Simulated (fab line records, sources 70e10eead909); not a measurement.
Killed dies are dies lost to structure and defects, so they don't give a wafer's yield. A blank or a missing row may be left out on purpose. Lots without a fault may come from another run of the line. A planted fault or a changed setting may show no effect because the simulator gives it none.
A struck lot beside a sound one | flow nand_harc | 15 steps out of a route of 1302
Sound: wafers L291.1, L291.2, L291.6. Struck: wafers L279.1, L279.4, L279.6. The cause comes at the end.
At each step with rows: each side's tool, then ch and its chambers, then its first start. Under that, the readings that differ: sound wafers | struck wafers | difference of the means | sigmas: that difference in standard deviations of wafers without a fault.
alike: readings whose means differ by less than 2 such deviations, and words and numbers that are the same on both sides. not compared: withheld readings, readings that some wafer has no value for, bounds like >300 that may hide the same value, and numbers for which the record gives no deviation and whose values overlap.
The two part at a step that has a row with sigmas, a row that says differs or no value, or rows on one side only. Numbers that don't overlap but have no deviation are shown without sigmas and don't part them. A reading that every wafer of one side lacks parts them only if that side has two wafers or more.

first, 7 steps without rows for these wafers: NHARC_P_BONDPAD_COAT_36 (time 65 s); NHARC_P_BONDPAD_COAT_03 (resist thk 600 nm); NHARC_P_BONDPAD_SOFTBAKE_04 (time 70 s); NHARC_P_BONDPAD_EBR_05; NHARC_P_BONDPAD_EXPOSE_06 (exposes mask P BPAD); NHARC_P_BONDPAD_PEB_07 (peb time 80 s); NHARC_P_BONDPAD_DEVELOP_08 (time 50 s).
NHARC_P_BONDPAD_CD_MEAS_09: target cd 500 nm.
  sound on cd_sem-01 ch 0, day 15 05:21; struck on cd_sem-03 ch 0, day 10 14:32
  alike: cd_nm
NHARC_P_BONDPAD_OVL_MEAS_38:
  sound on overlay-01, day 15 05:26; struck on overlay-01, day 10 14:37
  reading           | sound    | struck     | difference | sigmas
  overlay_y_nm (nm) | 12 13 12 | -10 -10 -9 | -22        | -4
  alike: overlay_x_nm
then, 1 step without rows for these wafers: NHARC_P_BONDPAD_HARDBAKE_10 (time 65 s).
NHARC_P_BONDPAD_DESCUM_11: chemistry O2, time 3 s.
  sound on rie_diel-01 ch 0,1, day 15 05:34; struck on rie_diel-12 ch 0,1, day 10 14:45
  alike: drypump_motor_current_A, mfc_ar_sccm, oes_product_au, rf_vpp_V, showerhead_plenum_p_Torr, throttle_valve_pct
  not compared: rf_hours_counter_h
NHARC_P_BONDPAD_ETCH_37: etches the open film in N2/H2, target depth 60 nm, overetch 18 nm, time 65.91 s.
  sound on rie_diel-01 ch 0,2, day 15 05:39; struck on rie_diel-12 ch 2,3, day 10 14:50
  reading                         | sound             | struck            | difference | sigmas
  rf_fwd_power_W (W)              | 394.1 397.0 394.4 | 397.8 399.7 400.1 | +4.0       | +3
  rf_vpp_V (V)                    | 433.5 429.8 431.3 | 426.7 426.6 426.6 | -4.9       | -2
  showerhead_plenum_p_Torr (Torr) | 2.18 2.04 2.04    | 1.91 1.91 1.91    | -0.18      | -2
  alike: drypump_motor_current_A, h2_flow_sccm, mfc_ar_sccm, oes_product_au, throttle_valve_pct
  not compared: rf_hours_counter_h
NHARC_P_BONDPAD_ETCH_12: etches the open film in CHF3/O2, target depth 200 nm, time 100 s.
  sound on rie_diel-01 ch 1,2, day 15 05:44; struck on rie_diel-12 ch 0,1,2, day 10 14:55
  reading               | sound             | struck            | difference | sigmas
  oes_product_au (a.u.) | 0.917 0.924 0.923 | 1.171 1.189 1.197 | +0.264     | +13
  rf_fwd_power_W (W)    | 495.2 497.7 496.5 | 698.1 696.5 695.2 | +200.1     | +99 or more
  alike: drypump_motor_current_A, mfc_ar_sccm, rf_vpp_V, showerhead_plenum_p_Torr, throttle_valve_pct
  not compared: rf_hours_counter_h
NHARC_P_BONDPAD_CD_MEAS_13:
  sound on cd_sem-02, day 15 05:52; struck on cd_sem-02, day 10 15:04
  reading    | sound             | struck            | difference | sigmas
  cd_nm (nm) | 497.8 498.3 498.2 | 500.8 504.0 501.5 | +4.0       | +2
-- the record jumps here: 18 days lie between the struck wafers' starts before and after (it left off in module P_BONDPAD and takes up again in module END, whose first step shown is number 1302 of the route) --
NHARC_END_SORT_01:
  sound on prober-01 ch 0, day 33 19:29; struck on prober-02 ch 0, day 28 14:39
  alike: defect_limited_yield, killed_at_array, killed_at_other, killed_at_periphery, killed_dies, killed_open, killed_short

WHERE THEY PART
First at NHARC_P_BONDPAD_OVL_MEAS_38; last, within this record, at NHARC_P_BONDPAD_CD_MEAS_13. Later steps at which nothing parts them and some readings are alike: NHARC_END_SORT_01.

WHY: what the simulator had put in
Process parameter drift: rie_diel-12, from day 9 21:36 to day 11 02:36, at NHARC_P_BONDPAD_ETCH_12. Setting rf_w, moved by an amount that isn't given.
